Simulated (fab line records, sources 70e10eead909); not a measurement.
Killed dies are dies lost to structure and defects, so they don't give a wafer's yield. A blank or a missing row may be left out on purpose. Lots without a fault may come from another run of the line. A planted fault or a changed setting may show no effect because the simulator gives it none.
A struck lot beside a sound one | flow nand_harc | 14 steps out of a route of 1159
Sound: wafers L548.1, L548.3, L548.5. Struck: wafer L542.6. (L542.2, L542.3 of the same lot were not struck and are left out.) The cause comes at the end.
At each step with rows: each side's tool, then ch and its chambers, then its first start. Under that, the readings that differ: sound wafers | struck wafers | difference of the means | sigmas: that difference in standard deviations of wafers without a fault.
alike: readings whose means differ by less than 2 such deviations, and words and numbers that are the same on both sides. not compared: withheld readings, readings that some wafer has no value for, bounds like >300 that may hide the same value, and numbers for which the record gives no deviation and whose values overlap.
The two part at a step that has a row with sigmas, a row that says differs or no value, or rows on one side only. Numbers that don't overlap but have no deviation are shown without sigmas and don't part them. A reading that every wafer of one side lacks parts them only if that side has two wafers or more.

NHARC_P_CONTACT_OVL_MEAS_13:
  sound on overlay-01, day 9 17:16; struck on overlay-01, day 8 03:48
  alike: overlay_x_nm, overlay_y_nm
NHARC_P_CONTACT_INSPECT_14:
  sound on defect_inspect-02, day 9 17:18; struck on defect_inspect-01, day 8 03:50
  alike: raw_defect_count
NHARC_P_CONTACT_DESCUM_17: chemistry O2, time 3 s.
  sound on rie_diel-01 ch 0,1,3, day 9 17:22; struck on rie_diel-01 ch 3, day 8 03:54
  alike: drypump_motor_current_A, oes_product_au, rf_vpp_V, showerhead_plenum_p_Torr, throttle_valve_pct
  not compared: rf_hours_counter_h
then, 1 step without rows for these wafers: NHARC_P_CONTACT_ETCH_35 (etches the open film in CF4, target depth 39 nm, time 65 s).
NHARC_P_CONTACT_ETCH_36: etches the open film in N2/H2, target depth 260 nm, time 406.25 s.
  sound on rie_diel-01 ch 0,3; struck on rie_diel-01 ch 0
  alike: drypump_motor_current_A, oes_product_au, rf_vpp_V, showerhead_plenum_p_Torr, throttle_valve_pct
  not compared: rf_hours_counter_h
then, 2 steps without rows for these wafers: NHARC_P_CONTACT_ETCH_18 (etches the open film in C4F8/O2/Ar, target depth 481 nm, time 240.5 s); NHARC_P_CONTACT_STRIP_37 (strips in C4F8/O2/Ar).
NHARC_P_CONTACT_ETCH_31: etches the open film in CH3F/O2, target depth 30 nm, time 85.7 s.
  sound on rie_diel-01 ch 0,3; struck on rie_diel-01 ch 3
  alike: drypump_motor_current_A, oes_product_au, rf_vpp_V, showerhead_plenum_p_Torr, throttle_valve_pct
  not compared: rf_hours_counter_h
NHARC_P_CONTACT_CD_MEAS_19:
  sound on cd_sem-02, day 9 18:14; struck on cd_sem-01, day 8 04:46
  alike: cd_nm
then, 2 steps without rows for these wafers: NHARC_P_CONTACT_STRIP_28 (strips in O2); NHARC_P_CONTACT_STRIP_29 (strips in post etch residue remover, time 1200 s).
NHARC_P_CONTACT_DEGAS_38: time 60 s.
  sound on pvd_sputter-03, day 9 19:02; struck on pvd_sputter-02, day 8 05:30
  reading            | sound       | struck | difference | sigmas
  heater_power_w (W) | 499 426 517 | 621    | +140       | +3
NHARC_P_CONTACT_PRE_CLEAN_39: time 19.5 s.
  sound on pvd_sputter-03, day 9 19:07; struck on pvd_sputter-02, day 8 05:35
  reading    | sound          | struck | difference | sigmas
  time_s (s) | 19.5 19.5 19.5 | 16.412 | -3.088     |
NHARC_P_CONTACT_PVD_32: deposits Ti, target thk 5 nm, time 17.7 s.
  sound on pvd_sputter-03; struck on pvd_sputter-02
  alike: cathode_dc_power_W, throttle_valve_pct

WHERE THEY PART
Only at NHARC_P_CONTACT_DEGAS_38, within this record. Later steps at which nothing parts them and some readings are alike: NHARC_P_CONTACT_PVD_32.

WHY: what the simulator had put in
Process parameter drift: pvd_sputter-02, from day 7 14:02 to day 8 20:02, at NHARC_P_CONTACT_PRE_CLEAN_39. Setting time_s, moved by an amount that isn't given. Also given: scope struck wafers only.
